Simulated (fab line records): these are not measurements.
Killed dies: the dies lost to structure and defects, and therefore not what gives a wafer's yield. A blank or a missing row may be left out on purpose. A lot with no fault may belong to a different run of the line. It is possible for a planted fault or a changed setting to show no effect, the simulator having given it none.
Chamber matching | flow n5-finfet | N5_BEOL_M1_ETCH_63 on rie-diel-03: 4 sister chambers
The step etches SiARC in CF4, target depth 15.6 nm, time 26 s. 16 wafers are shown with their chamber, then 8 later ones without.

== WAFERS PAIRED WITH THEIR CHAMBERS ==
wafer  | chamber | drypump-motor-current-A (A) | throttle-valve-pct (%) | oes-product-au (a.u.)
L074.1 | 0       | 6.1                         | 15.72                  | 0.65
L074.4 | 2       | 6.2                         | 15.59                  | 0.64
L074.5 | 0       | 6.0                         | 15.72                  | 0.66
L079.3 | 0       | 6.1                         | 15.72                  | 0.65
L079.4 | 2       | 6.2                         | 15.60                  | 0.63
L079.6 | 1       | 4.7                         | 15.78                  | 0.58
L080.3 | 2       | 6.2                         | 15.60                  | 0.62
L080.5 | 3       | 6.2                         | 15.57                  | 0.69
L080.6 | 0       | 6.1                         | 15.73                  | 0.65
L081.2 | 1       | 4.7                         | 15.79                  | 0.57
L081.3 | 0       | 6.1                         | 15.73                  | 0.64
L081.4 | 3       | 6.2                         | 15.59                  | 0.69
L082.2 | 2       | 6.2                         | 15.61                  | 0.62
L082.4 | 0       | 6.1                         | 15.75                  | 0.65
L082.6 | 3       | 6.2                         | 15.58                  | 0.69
L083.1 | 2       | 6.2                         | 15.62                  | 0.63

SIGNATURES, as means of the wafers listed above
reading                 | chamber 0 | chamber 1 | chamber 2 | chamber 3 | scatter within a chamber
drypump-motor-current-A | 6.083     | 4.700     | 6.200     | 6.200     | 0.0264
throttle-valve-pct      | 15.7283   | 15.7850   | 15.6040   | 15.5800   | 0.011
oes-product-au          | 0.6500    | 0.5750    | 0.6280    | 0.6900    | 0.00665
Rule: distance of a wafer from a chamber = root of the sum over the readings of ((wafer's reading minus chamber's mean) / reading's scatter) squared. If the next closest chamber is less than 2 further off than the closest, the wafer can't be placed; otherwise it belongs to the closest. The scatter: take each reading less its chamber's mean, square it, sum over the shown wafers, divide by the number of wafers less the number of chambers, and take the root.

== WAFERS MISSING THEIR CHAMBER ==
wafer  | drypump-motor-current-A (A) | throttle-valve-pct (%) | oes-product-au (a.u.)
L083.2 | 6.2                         | 15.58                  | 0.68
L083.3 | 6.1                         | 15.76                  | 0.65
L087.1 | 6.2                         | 15.59                  | 0.68
L087.3 | 4.7                         | 15.29                  | 0.85
L087.6 | 6.2                         | 15.63                  | 0.62
L089.1 | 6.2                         | 15.64                  | 0.62
L089.5 | 6.2                         | 15.58                  | 0.67
L089.6 | 6.2                         | 15.65                  | 0.62

== CHAMBER TAKEN BY EACH ==
wafer  | from the rows above | in truth
L083.2 | 3                   | 3
L083.3 | 0                   | 0
L087.1 | 3                   | 3
L087.3 | 1                   | 1
L087.6 | 2                   | 2
L089.1 | 2                   | 2
L089.5 | 3                   | 3
L089.6 | 2                   | 2
Correctly placed: 8 of 8. Number that these rows cannot place: 0. Placed wrongly: 0.
